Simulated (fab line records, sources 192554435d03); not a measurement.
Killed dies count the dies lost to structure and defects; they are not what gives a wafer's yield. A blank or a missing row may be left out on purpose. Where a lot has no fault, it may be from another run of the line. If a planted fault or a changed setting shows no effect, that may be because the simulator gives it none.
Matching of chambers ; flow n5 finfet ; N5_BEOL_M2_DESCUM_33 on rie diel-04: 4 sister chambers
The step chemistry O2, time 7 s. 22 wafers are shown with their chamber, then 11 later ones without.

## WAFERS, EACH WITH ITS CHAMBER
wafer;chamber;showerhead plenum p Torr (Torr);throttle valve pct (%);drypump motor current A (A)
L079.3;0;2.03;20.49;6.2
L079.5;0;2.03;20.47;6.1
L079.6;3;2.08;20.69;5.6
L081.2;1;2.11;20.40;5.4
L081.4;3;2.08;20.70;5.7
L081.6;2;1.99;20.34;6.4
L083.4;2;1.99;20.36;6.4
L083.5;0;2.03;20.49;6.1
L083.6;1;2.11;20.38;5.4
L082.1;3;2.08;20.71;5.6
L082.2;0;2.03;20.48;6.2
L082.4;1;2.11;20.39;5.4
L084.3;1;2.11;20.39;5.4
L084.4;2;1.99;20.35;6.4
L084.5;0;2.03;20.48;6.2
L085.2;2;1.99;20.34;6.4
L085.3;3;2.08;20.72;5.6
L085.6;0;2.03;20.50;6.1
L087.2;2;1.99;20.34;6.3
L087.3;0;2.02;20.50;6.2
L087.6;3;2.08;20.71;5.7
L090.1;3;2.07;20.72;5.6

SIGNATURES (averages over the wafers above)
reading;chamber 0;chamber 1;chamber 2;chamber 3;scatter within a chamber
showerhead plenum p Torr;2.0286;2.1100;1.9900;2.0783;0.00306
throttle valve pct;20.4871;20.3900;20.3460;20.7083;0.0104
drypump motor current A;6.157;5.400;6.380;5.633;0.0462
Rule: for a wafer and a chamber, the distance is found by dividing, reading by reading, the gap between the wafer's reading and the chamber's mean by the reading's scatter, squaring, summing and taking the root. The wafer belongs to the nearest chamber; if the next one is less than 2 further off, it can't be placed. The scatter is the square root of a quotient: the sum, over the shown wafers, of each reading's squared deviation from its chamber's mean, divided by wafers minus chambers.

## WAFERS WITHOUT THEIR CHAMBER
wafer;showerhead plenum p Torr (Torr);throttle valve pct (%);drypump motor current A (A)
L090.4;1.98;20.35;6.4
L090.6;2.07;20.74;5.7
L088.1;2.07;20.74;5.7
L088.2;2.11;20.39;5.4
L088.4;1.98;20.37;6.4
L089.1;2.07;20.73;5.7
L089.4;2.02;20.53;6.1
L089.6;1.98;20.39;6.3
L095.1;1.98;20.38;6.4
L095.2;2.10;20.42;5.4
L095.4;2.02;20.53;6.1

## EACH ONE'S CHAMBER
wafer;from the rows above;in truth
L090.4;2;2
L090.6;3;3
L088.1;3;3
L088.2;1;1
L088.4;2;2
L089.1;3;3
L089.4;0;0
L089.6;2;2
L095.1;2;2
L095.2;1;1
L095.4;0;0
Correct placement for 11 of the 11. From these rows, 0 cannot be placed. 0 placed wrongly.
